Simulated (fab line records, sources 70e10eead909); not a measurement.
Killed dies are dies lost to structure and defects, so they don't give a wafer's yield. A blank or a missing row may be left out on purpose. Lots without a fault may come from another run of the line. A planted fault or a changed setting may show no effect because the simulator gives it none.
fab line records | flow nand_harc
record lots=24 wafers=72 last_day=25
route steps=1159 shown A_ONON_D1@429 A_CHANNEL_HOLE_D1@463 A_STAIRCASE@555
lots that met no fault: from a run of the same line without faults
start_h: hours from the record's first day to the start of the lot's first wafer shown | wait_h: hours since the lot's step before | " the same as in the row above | L1.1+2: a row that stands for several wafers | - no value, or no start given | * or withheld: withheld | < > ~ a bound
route shown NAME@n: a module of which the file shows steps, and the number in the route of the first | usual: mean/standard deviation of fault-free wafers | same: alike in all rows | chamber/n: place in a boat | sites: the reading at each site | _std_site: their standard deviation | _edge_site: outer sites' mean less inner sites' | radius_mm: how far each site lies from the wafer's centre | mask NAME#n: copy n | behind: the tool/chamber that last shaped the wafer | hold: why the lot was held/for how many hours/how that ended | device: the transistor (n, p or np) that didn't switch | end of line: the same wafers' tests at the end of the route | a step without rows: its recipe alone | killed: dies lost to structure and defects at the first sort, not the wafer's yield | map: a wafer's dies, x killed, . not, _ none there
set.NAME: the setting as run; set.NAME@STEP: as run at that earlier step | model.NAME: the simulator's own value behind a step, which no gauge read
steps of the route over a sample of lots; a table a step, a row a wafer
services: from which hour (start_h, from the record's first day; less than 0 if before it) a tool's chamber was out of use, for how many hours, and why
## steps
# step NHARC_A_ONON_D1_THK_MEAS_08
# recipe thk_meas_gauge=ellipsometry
# usual thk_nm=998/8.6
# columns lot.wafer tool chamber start_h wait_h thk_nm
L074.1 film_metro-02 - 158.73 - 1004
L074.2 " - " " 1004
L074.6 " - " " 1002
L076.1 film_metro-02 - 164.36 - 984
L076.2 " - " " 985
L076.5 " - " " 986
L075.4 film_metro-02 - 164.39 - 1004
L075.5 " - " " 1004
L075.6 " - " " 1004
L077.1 film_metro-01 - 185.00 - 1005
L077.5 " - " " 1008
L077.6 " - " " 1008
L078.2 film_metro-02 - 185.00 - 1000
L078.3 " - " " 1001
L078.4 " - " " 1002
L079.1 film_metro-02 - 190.47 - 987
L079.3 " - " " 987
L079.4 " - " " 988
L080.3 film_metro-01 - 190.48 - 983
L080.5 " - " " 981
L080.6 " - " " 983
L081.2 film_metro-02 - 201.18 - 1002
L081.4 " - " " 1001
L081.5 " - " " 1001
L084.2 film_metro-01 - 207.70 - 984
L084.4 " - " " 982
L084.6 " - " " 982
L082.1 film_metro-02 - 207.71 - 1009
L082.2 " - " " 1009
L082.3 " - " " 1008
L083.1 film_metro-02 - 212.42 - 993
L083.4 " - " " 992
L083.6 " - " " 991
L088.4 film_metro-02 - 240.87 - 997
L088.5 " - " " 997
L088.6 " - " " 997
L085.1 film_metro-01 - 240.88 - 998
L085.2 " - " " 1001
L085.4 " - " " 999
L086.1 film_metro-02 - 248.61 - 992
L086.4 " - " " 992
L086.5 " - " " 991
L089.1 film_metro-01 - 256.64 - 989
L089.2 " - " " 990
L089.5 " - " " 989
L090.1 film_metro-02 - 256.78 - 991
L090.2 " - " " 993
L090.4 " - " " 991
L087.1 film_metro-02 - 257.00 - 997
L087.2 " - " " 997
L087.4 " - " " 998
L091.2 film_metro-02 - 261.17 - 999
L091.3 " - " " 998
L091.6 " - " " 1001
L092.1 film_metro-01 - 269.18 - 1005
L092.3 " - " " 1005
L092.4 " - " " 1005
L095.3 film_metro-01 - 274.14 - 1010
L095.5 " - " " 1011
L095.6 " - " " 1012
L093.3 film_metro-02 - 274.16 - 1014
L093.5 " - " " 1015
L093.6 " - " " 1014
L094.1 film_metro-01 - 277.78 - 1003
L094.2 " - " " 1001
L094.6 " - " " 1002
L096.1 film_metro-01 - 292.59 - 1005
L096.2 " - " " 1004
L096.4 " - " " 1006
L097.1 film_metro-02 - 303.07 - 1002
L097.2 " - " " 999
L097.4 " - " " 1000
# step NHARC_A_CHANNEL_HOLE_D1_OVL_MEAS_11
# usual overlay_x_nm=0.1/0.74 overlay_y_nm=0.3/0.77
# columns lot.wafer tool chamber start_h wait_h overlay_x_nm overlay_y_nm
L074.1 overlay-02 - 175.47 - -1.3 -1.1
L074.2 " - " " -1.3 -1.1
L074.6 " - " " -0.8 0.1
L076.1 overlay-02 - 180.20 - -1.4 0.0
L076.2 " - " " -1.3 -0.8
L076.5 " - " " -1.2 -0.1
L075.4 overlay-02 - 182.21 - 0.4 0.0
L075.5 " - " " 0.6 0.2
L075.6 " - " " 0.2 0.0
L078.2 overlay-02 - 199.60 - -0.8 1.2
L078.3 " - " " -0.6 1.1
L078.4 " - " " -0.7 1.4
L077.1 overlay-01 - 199.77 - -0.9 -0.4
L077.5 " - " " -0.5 -0.3
L077.6 " - " " -0.9 -0.2
L079.1 overlay-01 - 204.17 - 0.8 0.0
L079.3 " - " " 0.7 0.1
L079.4 " - " " 1.2 0.3
L080.3 overlay-02 - 204.32 - 0.1 1.5
L080.5 " - " " -0.9 1.2
L080.6 " - " " -0.4 1.1
L081.2 overlay-02 - 215.04 - 1.2 -0.2
L081.4 " - " " 0.7 -0.2
L081.5 " - " " 0.4 0.3
L083.1 overlay-01 - 226.43 - 1.5 0.3
L083.4 " - " " 1.0 -0.4
L083.6 " - " " 1.7 -0.1
L082.1 overlay-01 - 228.16 - -0.1 0.1
L082.2 " - " " 0.5 0.8
L082.3 " - " " 0.0 0.5
L084.2 overlay-01 - 228.34 - 0.0 0.2
L084.4 " - " " -0.3 -0.2
L084.6 " - " " 0.1 0.1
L085.1 overlay-01 - 256.16 - 0.3 1.0
L085.2 " - " " 0.2 1.0
L085.4 " - " " 0.3 0.5
L088.4 overlay-02 - 256.62 - 1.0 0.9
L088.5 " - " " 1.2 0.7
L088.6 " - " " 0.7 0.7
L086.1 overlay-01 - 264.10 - 0.9 0.9
L086.4 " - " " 1.1 0.2
L086.5 " - " " 1.1 0.9
L090.1 overlay-02 - 270.82 - 0.6 2.3
L090.2 " - " " 0.3 2.0
L090.4 " - " " -0.1 1.5
L089.1 overlay-02 - 271.17 - 0.0 -0.6
L089.2 " - " " 0.3 -0.4
L089.5 " - " " 0.2 -0.4
L087.1 overlay-01 - 271.31 - 0.7 0.8
L087.2 " - " " 0.6 0.7
L087.4 " - " " 0.9 0.6
L091.2 overlay-02 - 275.59 - 0.0 0.2
L091.3 " - " " -0.2 0.4
L091.6 " - " " -0.5 0.3
L092.1 overlay-01 - 286.02 - 0.8 0.3
L092.3 " - " " 0.2 0.4
L092.4 " - " " 0.4 0.6
L093.3 overlay-01 - 287.24 - 0.0 -0.7
L093.5 " - " " -1.0 -0.4
L093.6 " - " " 0.2 -1.1
L095.3 overlay-02 - 287.54 - -0.8 -0.8
L095.5 " - " " -1.1 -0.3
L095.6 " - " " -0.8 -1.0
L094.1 overlay-01 - 292.58 - 1.3 0.1
L094.2 " - " " 1.6 0.0
L094.6 " - " " 1.4 -0.2
L096.1 overlay-02 - 310.14 - 0.0 -0.8
L096.2 " - " " 0.3 -1.2
L096.4 " - " " -0.5 -1.2
L097.1 overlay-01 - 317.51 - 0.0 1.3
L097.2 " - " " -0.3 1.0
L097.4 " - " " 0.1 1.6
# step NHARC_A_CHANNEL_HOLE_D1_ETCH_34
# recipe target_depth_a=1540 time_s=77 cf4_flow_sccm=100 chf3_flow_sccm=30 ar_flow_sccm=0 rf_w=500 bias_w=200 chemistry=CF4/CHF3
# usual cf4_flow_sccm=100.04/0.29 drypump_motor_current_A=5.7/0.53 oes_product_au=0.954/0.024 rf_vpp_V=370.9/2.8 showerhead_plenum_p_Torr=1.58/0.077 throttle_valve_pct=16.802/0.0085
# columns lot.wafer tool chamber start_h wait_h cf4_flow_sccm drypump_motor_current_A oes_product_au rf_hours_counter_h rf_vpp_V showerhead_plenum_p_Torr throttle_valve_pct
L074.2 rie_diel-12 3 - - 99.95 5.0 0.921 10 367.2 1.50 16.805
L074.1 " 0 " " 99.91 6.5 0.925 11 373.1 1.69 16.790
L074.6 " 3 " " 99.88 5.0 0.912 - 371.0 1.50 16.796
L076.2 rie_diel-12 0 - - 100.15 6.5 0.929 12 375.3 1.69 16.807
L076.1 " 2 " " 99.98 5.8 0.923 11 374.1 1.69 16.793
L076.5 " 1 " " 99.95 6.2 0.922 - 373.7 1.68 16.791
L075.4 rie_diel-01 2 - - 99.43 6.1 0.992 3 368.8 1.51 16.812
L075.6 " 2 " " 99.69 6.0 1.006 - 368.0 1.51 16.798
L075.5 " 3 " " 99.69 5.8 0.976 - 368.7 1.54 16.797
L078.2 rie_diel-01 2 - - 100.01 6.0 0.969 4 367.2 1.51 16.797
L078.4 " 3 " " 100.16 5.8 0.957 4 370.6 1.54 16.801
L078.3 " 0 " " 100.08 6.0 0.967 2 368.7 1.48 16.797
L077.1 rie_diel-07 0 - - 99.82 5.7 0.934 8 371.8 1.60 16.809
L077.5 " 1 " " 99.58 4.9 0.942 - 371.4 1.59 16.801
L077.6 " 2 " " 99.89 5.7 0.934 - 371.8 1.61 16.792
L079.1 rie_diel-01 2 - - 99.93 6.0 0.996 5 370.3 1.51 16.805
L079.4 " 3 " " 100.11 5.8 0.983 5 368.1 1.54 16.807
L079.3 " 0 " " 100.23 6.1 0.960 3 367.0 1.48 16.793
L080.3 rie_diel-07 0 - - 99.85 5.7 0.935 9 371.0 1.60 16.812
L080.5 " 3 " " 99.95 6.3 0.930 - 367.1 1.48 16.794
L080.6 " 0 " " 100.04 5.7 0.933 - 371.7 1.60 16.800
L081.2 rie_diel-12 2 - - 100.30 5.8 0.973 0 374.7 1.69 16.801
L081.4 " 1 " " 100.26 6.2 0.975 0 375.7 1.68 16.798
L081.5 " 2 " " 100.17 5.8 0.972 - 377.0 1.69 16.797
L083.1 rie_diel-07 0 - - 100.21 5.7 0.940 10 371.6 1.60 16.795
L083.4 " 1 " " 99.70 4.9 0.931 9 371.9 1.59 16.799
L083.6 " 0 " " 100.34 5.7 0.938 - 370.3 1.60 16.810
L082.1 rie_diel-01 3 - - 100.22 5.8 0.980 7 370.5 1.54 16.808
L082.3 " 0 " " 100.51 6.0 0.970 5 367.4 1.48 16.788
L082.2 " 1 " " 99.52 4.8 0.996 6 372.9 1.67 16.798
L084.4 rie_diel-12 0 - - 99.70 6.5 0.982 1 373.9 1.69 16.797
L084.2 " 3 " " 99.97 5.0 0.971 1 369.9 1.50 16.813
L084.6 " 1 " " 100.04 6.3 0.963 - 373.4 1.68 16.820
L085.1 rie_diel-07 0 - - 99.76 5.6 0.965 0 372.3 1.60 16.796
L085.4 " 1 " " 100.31 4.9 0.972 0 370.8 1.59 16.796
L085.2 " 2 " " 99.66 5.8 0.983 0 372.2 1.60 16.809
L088.4 rie_diel-01 0 - - 99.98 6.0 0.929 6 365.8 1.48 16.789
L088.6 " 1 " " 100.52 4.8 0.935 - 374.1 1.67 16.801
L088.5 " 2 " " 100.02 6.0 0.936 - 368.1 1.51 16.813
L086.1 rie_diel-07 3 - - 99.89 6.3 0.946 1 367.7 1.48 16.814
L086.4 " 1 " " 100.49 4.9 0.962 - 371.2 1.59 16.796
L086.5 " 2 " " 100.13 5.8 0.976 - 371.8 1.60 16.795
L090.1 rie_diel-07 2 - - 100.41 5.7 0.998 2 373.1 1.60 16.788
L090.4 " 3 " " 99.53 6.3 0.983 2 368.1 1.48 16.808
L090.2 " 0 " " 99.96 5.7 0.962 1 371.8 1.60 16.812
L089.2 rie_diel-12 3 - - 100.38 5.0 0.969 4 367.7 1.50 16.808
L089.1 " 0 " " 100.36 6.5 0.964 5 376.2 1.69 16.812
L089.5 " 1 " " 100.06 6.2 0.962 - 373.5 1.68 16.807
L087.1 rie_diel-12 2 - - 100.19 5.8 0.944 6 373.3 1.69 16.818
L087.4 " 3 " " 100.02 5.0 0.956 5 368.2 1.50 16.799
L087.2 " 0 " " 99.88 6.5 0.957 5 374.1 1.69 16.797
L091.3 rie_diel-01 0 - - 100.61 6.0 0.974 8 367.6 1.48 16.812
L091.2 " 1 " " 99.98 4.8 0.960 9 375.6 1.67 16.807
L091.6 " 3 " " 100.03 5.8 0.996 - 369.9 1.54 16.791
L092.3 rie_diel-12 3 - - 100.31 5.0 0.921 6 367.2 1.50 16.813
L092.1 " 0 " " 100.06 6.5 0.929 7 373.5 1.69 16.796
L092.4 " 3 " " 99.88 5.0 0.908 - 367.8 1.50 16.804
L093.3 rie_diel-07 1 - - 99.71 4.9 0.932 3 369.9 1.59 16.784
L093.5 " 2 " " 99.83 5.7 0.935 - 372.2 1.60 16.811
L093.6 " 3 " " 99.99 6.3 0.930 - 365.6 1.48 16.804
L095.3 rie_diel-01 1 - - 100.50 4.8 0.938 10 373.4 1.67 16.793
L095.6 " 0 " " 99.46 6.0 0.928 - 367.3 1.48 16.814
L095.5 " 1 " " 100.31 4.8 0.933 - 373.7 1.67 16.817
L094.1 rie_diel-07 0 - - 100.11 5.7 0.952 3 372.3 1.60 16.794
L094.2 " 2 " " 99.79 5.8 0.979 4 371.7 1.60 16.810
L094.6 " 3 " " 100.18 6.2 0.972 - 366.4 1.48 16.815
L096.1 rie_diel-01 1 - - 100.13 4.8 0.928 11 373.7 1.67 16.802
L096.4 " 2 " " 99.49 6.0 0.933 13 368.0 1.50 16.793
L096.2 " 0 " " 100.15 6.0 0.932 10 367.7 1.48 16.813
L097.1 rie_diel-07 1 - - 100.35 4.9 0.958 5 370.1 1.59 16.789
L097.4 " 3 " " 100.13 6.3 0.974 6 366.3 1.48 16.812
L097.2 " 0 " " 99.44 5.7 0.982 5 371.0 1.60 16.813
# step NHARC_A_STAIRCASE_ETCH_19
# recipe target_depth_a=1000 time_s=40.5 ion_energy_ev=400 c4f8_flow_sccm=20 o2_flow_sccm=10 ar_flow_sccm=withheld rf_w=600 bias_w=1000 chemistry=C4F8/O2
# usual oes_product_au=0.942/0.011 rf_vpp_V=895/4.6
# columns lot.wafer tool chamber start_h wait_h oes_product_au rf_hours_counter_h rf_vpp_V
L074.2 rie_diel-02 1 - - 0.946 29 886
L074.1 " 3 " " 0.919 33 887
L074.6 " 2 " " 0.946 - 892
L076.2 rie_diel-02 2 - - 0.940 33 893
L076.1 " 3 " " 0.941 33 886
L076.5 " 3 " " 0.936 - 888
L075.4 rie_diel-03 2 - - 0.934 5 902
L075.6 " 1 " " 0.927 - 897
L075.5 " 2 " " 0.923 - 900
L078.3 rie_diel-02 0 - - 0.939 34 893
L078.2 " 1 " " 0.954 35 888
L078.4 " 2 " " 0.961 38 893
L077.1 rie_diel-02 0 - - 0.919 34 893
L077.6 " 2 " " 0.943 - 892
L077.5 " 3 " " 0.941 - 887
L079.4 rie_diel-02 2 - - 0.950 41 893
L079.3 " 3 " " 0.947 40 887
L079.1 " 0 " " 0.955 36 893
L080.3 rie_diel-11 0 - - 0.935 18 899
L080.5 " 0 " " 0.935 - 897
L080.6 " 1 " " 0.947 - 897
L081.4 rie_diel-02 0 - - 0.950 40 893
L081.2 " 1 " " 0.949 40 886
L081.5 " 1 " " 0.962 - 887
L082.3 rie_diel-11 1 - - 0.948 32 896
L082.2 " 2 " " 0.954 31 901
L082.1 " 3 " " 0.940 33 898
L083.4 rie_diel-02 1 - - 0.962 45 887
L083.1 " 0 " " 0.933 45 893
L083.6 " 2 " " 0.950 - 894
L084.2 rie_diel-02 2 - - 0.954 51 893
L084.4 " 3 " " 0.953 51 886
L084.6 " 1 " " 0.955 - 886
L088.4 rie_diel-11 3 - - 0.951 44 897
L088.5 " 2 " " 0.963 - 900
L088.6 " 3 " " 0.945 - 897
L085.4 rie_diel-11 1 - - 0.947 41 898
L085.2 " 3 " " 0.940 45 898
L085.1 " 0 " " 0.956 34 896
L086.1 rie_diel-11 1 - - 0.938 43 896
L086.4 " 3 " " 0.932 47 898
L086.5 " 0 " " 0.942 - 897
L089.2 rie_diel-11 2 - - 0.941 50 901
L089.1 " 3 " " 0.931 51 897
L089.5 " 2 " " 0.934 - 901
L090.4 rie_diel-11 2 - - 0.951 50 901
L090.1 " 3 " " 0.933 51 896
L090.2 " 0 " " 0.939 39 896
L087.1 rie_diel-03 3 - - 0.922 42 889
L087.4 " 0 " " 0.940 39 896
L087.2 " 2 " " 0.919 39 900
L091.2 rie_diel-03 1 - - 0.951 37 897
L091.3 " 3 " " 0.929 44 891
L091.6 " 2 " " 0.932 - 901
L092.4 rie_diel-11 2 - - 0.952 56 901
L092.1 " 3 " " 0.933 58 896
L092.3 " 0 " " 0.951 46 897
L093.3 rie_diel-03 1 - - 0.941 42 897
L093.5 " 3 " " 0.937 - 891
L093.6 " 0 " " 0.940 - 896
L095.3 rie_diel-03 2 - - 0.925 45 899
L095.6 " 0 " " 0.946 - 894
L095.5 " 1 " " 0.937 - 896
L094.2 rie_diel-11 0 - - 0.942 48 897
L094.1 " 2 " " 0.944 58 901
L094.6 " 0 " " 0.936 - 896
L096.4 rie_diel-03 3 - - 0.936 54 890
L096.2 " 0 " " 0.937 51 896
L096.1 " 1 " " 0.949 50 895
L097.1 rie_diel-03 2 - - 0.924 57 900
L097.2 " 3 " " 0.927 59 890
L097.4 " 1 " " 0.955 54 896
# step NHARC_A_STAIRCASE_DESCUM_252
# recipe time_s=3 o2_flow_sccm=200 ar_flow_sccm=0 bias_power_w=0 chemistry=O2
# usual drypump_motor_current_A=5.8/0.37 oes_product_au=1.001/0.0085 rf_vpp_V=57.8/0.97 showerhead_plenum_p_Torr=1.91/0.077 throttle_valve_pct=11.310/0.0096
# columns lot.wafer tool chamber start_h wait_h drypump_motor_current_A oes_product_au rf_hours_counter_h rf_vpp_V showerhead_plenum_p_Torr throttle_valve_pct
L076.1 rie_diel-11 1 253.66 - 5.8 0.988 22 59.2 1.94 11.302
L076.2 " 3 " " 5.5 0.990 21 57.1 1.95 11.302
L076.5 " 1 " " 5.9 1.000 - 59.0 1.94 11.308
L074.1 rie_diel-02 3 254.19 - 6.4 1.007 36 56.2 1.77 11.316
L074.2 " 0 " " 6.3 0.985 32 57.9 1.86 11.313
L074.6 " 1 " " 5.1 1.015 - 57.8 1.77 11.321
L075.4 rie_diel-02 2 254.80 - 5.6 1.021 36 56.9 1.86 11.305
L075.5 " 2 " " 5.7 1.007 - 58.4 1.86 11.307
L075.6 " 3 " " 6.5 1.005 - 57.5 1.77 11.319
L077.1 rie_diel-11 1 271.87 - 5.8 0.999 28 57.8 1.94 11.299
L077.6 " 1 " " 5.8 0.998 - 57.1 1.94 11.314
L077.5 " 2 " " 5.4 1.008 - 58.5 2.00 11.322
L078.3 rie_diel-03 0 272.15 - 5.9 1.011 16 58.1 1.91 11.320
L078.2 " 2 " " 5.9 0.985 15 58.5 1.99 11.313
L078.4 " 3 " " 5.7 0.997 - 58.6 1.83 11.320
L080.3 rie_diel-02 0 278.24 - 6.3 0.988 41 56.8 1.86 11.309
L080.5 " 1 " " 5.1 1.012 - 54.8 1.77 11.305
L080.6 " 2 " " 5.7 1.013 - 56.9 1.86 11.318
L079.1 rie_diel-03 0 278.49 - 5.9 1.002 19 57.4 1.91 11.304
L079.3 " 2 " " 5.9 0.987 18 59.5 1.99 11.302
L079.4 " 2 " " 5.9 0.992 - 59.0 1.99 11.329
L081.4 rie_diel-02 3 283.90 - 6.5 1.003 48 57.7 1.76 11.315
L081.2 " 1 " " 5.1 1.013 44 57.2 1.77 11.293
L081.5 " 3 " " 6.5 0.997 - 57.0 1.76 11.308
L082.3 rie_diel-02 1 297.94 - 5.1 1.009 51 57.4 1.77 11.323
L082.2 " 2 " " 5.7 1.003 53 57.1 1.86 11.304
L082.1 " 3 " " 6.5 1.006 53 55.3 1.76 11.295
L083.1 rie_diel-11 0 297.97 - 6.1 0.992 29 59.0 1.93 11.292
L083.4 " 2 " " 5.4 1.007 36 57.5 2.00 11.299
L083.6 " 1 " " 5.8 0.999 - 57.5 1.93 11.308
L084.2 rie_diel-11 1 303.49 - 5.8 0.999 36 59.1 1.93 11.299
L084.4 " 0 " " 6.1 1.004 30 57.6 1.93 11.310
L084.6 " 1 " " 5.8 1.002 - 57.8 1.93 11.311
L088.4 rie_diel-11 3 326.57 - 5.5 0.998 47 57.9 1.94 11.320
L088.6 " 3 " " 5.5 1.008 - 56.8 1.94 11.302
L088.5 " 0 " " 6.1 1.000 - 57.6 1.93 11.331
L085.1 rie_diel-11 0 331.19 - 6.1 1.007 37 58.3 1.93 11.320
L085.4 " 1 " " 5.8 0.992 45 58.1 1.93 11.313
L085.2 " 2 " " 5.4 1.013 47 57.6 1.99 11.311
L086.1 rie_diel-11 0 338.35 - 6.1 0.999 41 57.5 1.93 11.309
L086.4 " 2 " " 5.4 1.018 53 58.1 1.99 11.313
L086.5 " 0 " " 6.1 1.004 - 59.2 1.93 11.323
L089.2 rie_diel-11 2 345.47 - 5.4 1.012 56 57.7 1.99 11.330
L089.1 " 3 " " 5.5 1.004 57 57.9 1.94 11.327
L089.5 " 0 " " 6.1 1.006 - 58.4 1.93 11.316
L090.1 rie_diel-11 0 345.83 - 6.1 0.999 46 57.2 1.93 11.311
L090.2 " 1 " " 5.8 0.991 53 57.0 1.93 11.309
L090.4 " 2 " " 5.4 1.007 56 57.8 1.99 11.298
L087.4 rie_diel-02 3 347.08 - 6.5 0.996 4 58.3 2.08 11.309
L087.2 " 0 " " 6.3 0.999 3 56.4 1.85 11.314
L087.1 " 1 " " 5.1 0.991 2 59.0 2.08 11.315
L091.2 rie_diel-03 3 350.11 - 5.7 0.993 48 57.2 1.82 11.308
L091.3 " 0 " " 5.9 0.998 45 58.2 1.90 11.318
L091.6 " 2 " " 5.9 0.987 - 57.5 1.98 11.303
L092.3 rie_diel-11 1 358.62 - 5.8 0.999 60 57.7 1.93 11.314
L092.1 " 2 " " 5.3 1.018 62 57.0 1.99 11.299
L092.4 " 3 " " 5.5 0.997 63 56.0 1.93 11.298
L093.3 rie_diel-11 1 358.69 - 5.8 0.998 60 56.5 1.93 11.317
L093.5 " 3 " " 5.5 0.992 - 57.1 1.93 11.313
L093.6 " 0 " " 6.1 0.990 - 57.4 1.92 11.311
L095.3 rie_diel-11 3 363.07 - 5.5 0.998 64 58.0 1.93 11.335
L095.5 " 1 " " 5.9 1.006 - 57.3 1.93 11.299
L095.6 " 2 " " 5.4 1.011 - 56.2 1.99 11.319
L094.1 rie_diel-03 3 363.90 - 5.7 0.996 53 55.8 1.82 11.291
L094.2 " 0 " " 5.9 1.004 49 57.0 1.90 11.320
L094.6 " 2 " " 5.9 0.995 - 58.7 1.98 11.307
L096.1 rie_diel-02 3 386.42 - 6.4 1.001 16 58.6 2.07 11.306
L096.4 " 0 " " 6.3 0.982 16 56.6 1.85 11.289
L096.2 " 2 " " 5.6 0.996 17 57.3 1.85 11.304
L097.1 rie_diel-02 3 393.50 - 6.5 0.991 18 58.0 2.07 11.310
L097.2 " 0 " " 6.3 0.997 18 58.7 1.85 11.326
L097.4 " 1 " " 5.1 1.006 20 59.5 2.07 11.313
# step NHARC_A_STAIRCASE_HM_OPEN_460
# recipe o2_flow_sccm=400 cos_flow_sccm=20 ar_flow_sccm=0 rf_w=500 bias_w=300 chemistry=O2/COS
# usual drypump_motor_current_A=5.8/0.39 oes_product_au=1.001/0.01 rf_vpp_V=467.2/2.8 showerhead_plenum_p_Torr=3.12/0.13 throttle_valve_pct=28.329/0.01
# columns lot.wafer tool chamber start_h wait_h drypump_motor_current_A oes_product_au rf_hours_counter_h rf_vpp_V showerhead_plenum_p_Torr throttle_valve_pct
L076.1 rie_diel-02 0 - - 6.3 0.986 32 466.0 3.04 28.332
L076.2 " 2 " " 5.7 1.003 36 466.1 3.05 28.339
L076.5 " 0 " " 6.2 0.982 - 467.4 3.04 28.321
L075.4 rie_diel-11 3 - - 5.5 1.009 23 467.6 3.17 28.333
L075.5 " 0 " " 6.1 0.996 - 469.8 3.16 28.334
L075.6 " 1 " " 5.8 0.990 - 468.4 3.16 28.330
L074.1 rie_diel-02 0 - - 6.3 0.991 33 464.2 3.04 28.310
L074.2 " 1 " " 5.1 1.004 34 462.6 2.90 28.324
L074.6 " 3 " " 6.5 1.007 - 463.3 2.90 28.319
L078.4 rie_diel-02 3 - - 6.5 1.004 45 462.4 2.89 28.342
L078.2 " 0 " " 6.3 0.995 41 466.9 3.04 28.327
L078.3 " 1 " " 5.1 1.023 41 463.1 2.90 28.334
L077.1 rie_diel-11 2 - - 5.4 1.019 29 470.4 3.26 28.338
L077.6 " 3 " " 5.5 1.001 - 467.9 3.17 28.328
L077.5 " 0 " " 6.1 1.002 - 467.9 3.15 28.343
L080.3 rie_diel-03 3 - - 5.7 0.983 22 464.3 3.00 28.338
L080.5 " 0 " " 5.9 1.006 - 467.2 3.12 28.338
L080.6 " 1 " " 5.7 1.008 - 467.2 3.15 28.310
L079.1 rie_diel-03 1 - - 5.7 0.997 18 467.5 3.14 28.320
L079.3 " 2 " " 5.9 0.982 19 470.0 3.24 28.336
L079.4 " 3 " " 5.7 0.979 22 464.7 3.00 28.344
L081.4 rie_diel-02 0 - - 6.3 0.986 47 465.0 3.04 28.343
L081.2 " 1 " " 5.1 1.013 47 461.9 2.90 28.327
L081.5 " 3 " " 6.5 0.996 - 463.5 2.89 28.326
L082.3 rie_diel-11 0 - - 6.1 1.004 30 468.3 3.15 28.343
L082.1 " 1 " " 5.8 0.994 36 467.1 3.15 28.339
L082.2 " 2 " " 5.4 1.004 37 470.5 3.25 28.343
L083.1 rie_diel-02 2 - - 5.7 1.008 55 465.3 3.04 28.317
L083.4 " 3 " " 6.4 1.005 54 461.1 2.89 28.336
L083.6 " 1 " " 5.1 1.020 - 462.3 2.89 28.319
L084.4 rie_diel-03 1 - - 5.6 1.012 27 468.1 3.14 28.327
L084.2 " 2 " " 5.9 0.997 29 469.3 3.24 28.334
L084.6 " 3 " " 5.7 1.000 - 466.3 2.99 28.337
L088.4 rie_diel-11 1 - - 5.8 1.012 44 468.3 3.15 28.323
L088.5 " 0 " " 6.1 1.004 - 467.4 3.15 28.315
L088.6 " 1 " " 5.8 1.000 - 467.8 3.15 28.335
L085.4 rie_diel-11 2 - - 5.4 1.009 51 470.3 3.24 28.320
L085.2 " 0 " " 6.1 0.993 40 468.1 3.15 28.330
L085.1 " 1 " " 5.8 1.002 47 467.3 3.15 28.337
L086.1 rie_diel-02 1 - - 5.1 0.997 1 472.2 3.37 28.331
L086.4 " 3 " " 6.5 1.000 2 472.6 3.37 28.330
L086.5 " 2 " " 5.7 1.006 - 465.4 3.03 28.333
L090.1 rie_diel-02 1 - - 5.1 1.009 4 472.6 3.37 28.314
L090.4 " 2 " " 5.7 1.004 5 466.3 3.03 28.333
L090.2 " 3 " " 6.5 1.001 5 472.3 3.37 28.314
L089.1 rie_diel-02 1 - - 5.1 0.998 4 471.9 3.37 28.330
L089.2 " 0 " " 6.3 1.000 4 465.2 3.03 28.336
L089.5 " 2 " " 5.7 1.008 - 465.9 3.03 28.325
L087.4 rie_diel-03 3 - - 5.7 1.000 49 465.2 2.98 28.337
L087.2 " 1 " " 5.7 1.003 43 468.5 3.13 28.344
L087.1 " 2 " " 5.9 0.990 46 470.1 3.23 28.326
L091.3 rie_diel-03 2 - - 5.9 0.987 47 469.1 3.23 28.333
L091.2 " 0 " " 5.9 1.009 46 468.3 3.11 28.319
L091.6 " 2 " " 5.9 0.986 - 470.9 3.23 28.326
L092.1 rie_diel-11 3 - - 5.5 0.988 64 467.1 3.15 28.345
L092.4 " 0 " " 6.1 0.997 54 468.4 3.14 28.335
L092.3 " 2 " " 5.4 1.012 63 469.9 3.24 28.333
L093.3 rie_diel-02 2 - - 5.6 1.026 12 463.6 3.03 28.328
L093.5 " 3 " " 6.5 1.009 - 472.8 3.37 28.317
L093.6 " 0 " " 6.3 0.994 - 464.6 3.02 28.334
L095.3 rie_diel-02 2 - - 5.7 1.013 13 466.4 3.03 28.314
L095.6 " 1 " " 5.1 0.994 - 471.7 3.37 28.335
L095.5 " 2 " " 5.6 0.999 - 464.5 3.03 28.349
L094.1 rie_diel-03 1 - - 5.6 1.002 48 468.3 3.13 28.322
L094.2 " 3 " " 5.8 0.981 53 464.8 2.98 28.323
L094.6 " 1 " " 5.7 0.994 - 466.6 3.13 28.341
L096.1 rie_diel-11 0 - - 6.1 1.012 5 467.5 3.14 28.339
L096.2 " 1 " " 5.9 1.001 6 467.4 3.14 28.332
L096.4 " 2 " " 5.4 0.999 6 470.3 3.24 28.327
L097.1 rie_diel-11 3 - - 5.5 0.986 7 467.8 3.15 28.331
L097.4 " 0 " " 6.1 1.008 8 467.1 3.13 28.341
L097.2 " 1 " " 5.8 1.005 9 467.3 3.14 28.325
## services
# columns tool chamber start_h hours kind
rie_diel-11 - 153.86 0.4 repair
rie_diel-07 1 161.81 8.7 repair
rie_diel-01 0 165.12 5.2 repair
rie_diel-11 2 188.43 10.9 repair
rie_diel-11 - 191.53 9.0 pm
rie_diel-03 - 215.40 9.0 pm
rie_diel-11 0 223.77 14.4 repair
rie_diel-07 - 228.20 9.0 pm
rie_diel-03 2 233.58 4.2 repair
rie_diel-03 0 259.93 7.7 repair
rie_diel-07 0 263.66 4.8 repair
rie_diel-03 1 267.17 12.7 repair
rie_diel-11 - 272.47 0.4 repair
rie_diel-07 2 272.84 4.3 repair
rie_diel-07 - 274.64 0.1 repair
rie_diel-01 - 314.85 9.0 pm
rie_diel-02 - 328.06 9.0 pm
rie_diel-11 - 339.93 0.7 repair
rie_diel-01 - 344.61 0.8 repair
rie_diel-07 0 345.47 6.3 repair
rie_diel-03 1 362.93 8.5 repair
rie_diel-11 - 368.53 9.0 pm
rie_diel-03 - 392.40 9.0 pm
rie_diel-11 2 393.87 1.4 repair
## key
fault none
